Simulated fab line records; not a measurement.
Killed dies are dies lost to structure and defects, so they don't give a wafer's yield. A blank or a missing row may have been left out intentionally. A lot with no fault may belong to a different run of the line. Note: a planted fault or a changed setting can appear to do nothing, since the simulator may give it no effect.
Matching of chambers ; flow n5_finfet ; rie_diel-05 running N5_ZERO_LAYER_ETCH_17: 4 sister chambers
The step etches SiO2 in CF4, target depth 12 nm, time 13.3 s. 22 wafers are shown with their chamber, then 11 later ones without.

## WAFERS PAIRED WITH THEIR CHAMBERS
wafer;chamber;showerhead_plenum_p_Torr (Torr);drypump_motor_current_A (A);throttle_valve_pct (%)
L074.2;1;2.19;5.3;15.70
L074.5;2;2.12;6.2;15.98
L074.6;1;2.19;5.3;15.71
L075.2;1;2.19;5.4;15.72
L075.3;3;2.15;6.3;15.86
L075.4;0;2.14;5.8;15.44
L076.1;0;2.14;5.8;15.46
L076.2;3;2.15;6.3;15.85
L076.4;2;2.12;6.2;16.00
L077.1;3;2.15;6.3;15.85
L077.2;2;2.12;6.2;16.00
L077.5;0;2.14;5.8;15.45
L080.3;0;2.13;5.8;15.48
L080.5;1;2.19;5.3;15.25
L080.6;2;2.12;6.2;16.01
L081.1;3;2.15;6.4;15.88
L081.3;1;2.19;5.4;15.25
L081.6;0;2.13;5.8;15.48
L083.1;0;2.13;5.8;15.50
L083.4;2;2.12;6.2;16.01
L083.6;3;2.15;6.4;15.87
L084.1;2;2.12;6.2;16.04

SIGNATURES (averages over the wafers above)
reading;chamber 0;chamber 1;chamber 2;chamber 3;scatter within a chamber
showerhead_plenum_p_Torr;2.1350;2.1900;2.1200;2.1500;0.00289
drypump_motor_current_A;5.800;5.340;6.200;6.340;0.0365
throttle_valve_pct;15.4683;15.5260;16.0067;15.8620;0.12
Rule: for each reading, subtract the chamber's mean from the wafer's reading, divide by that reading's scatter and square the result; add these up over the readings and take the root, which gives the wafer's distance from the chamber. If the next closest chamber is less than 2 further off than the closest, the wafer can't be placed; otherwise it belongs to the closest. The scatter: the root of (the sum of the squares of (reading less its chamber's mean) over the shown wafers, divided by (wafers less chambers)).

## WAFERS WITH NO CHAMBER GIVEN
wafer;showerhead_plenum_p_Torr (Torr);drypump_motor_current_A (A);throttle_valve_pct (%)
L084.2;2.15;6.4;15.89
L084.4;2.19;5.4;15.26
L086.1;2.13;5.8;15.49
L086.4;2.14;6.4;15.90
L086.6;2.14;6.4;15.90
L088.2;2.13;5.8;15.50
L088.4;2.11;6.2;16.04
L088.5;2.18;5.4;15.26
L092.1;2.13;5.8;15.54
L092.2;2.18;5.4;15.31
L092.5;2.13;5.8;15.52

## WHICH CHAMBER EACH WENT THROUGH
wafer;from the rows above;in truth
L084.2;3;3
L084.4;1;1
L086.1;0;0
L086.4;3;3
L086.6;3;3
L088.2;0;0
L088.4;2;2
L088.5;1;1
L092.1;0;0
L092.2;1;1
L092.5;0;0
Correctly placed: 11 of 11. Number that these rows cannot place: 0. Number placed wrongly: 0.
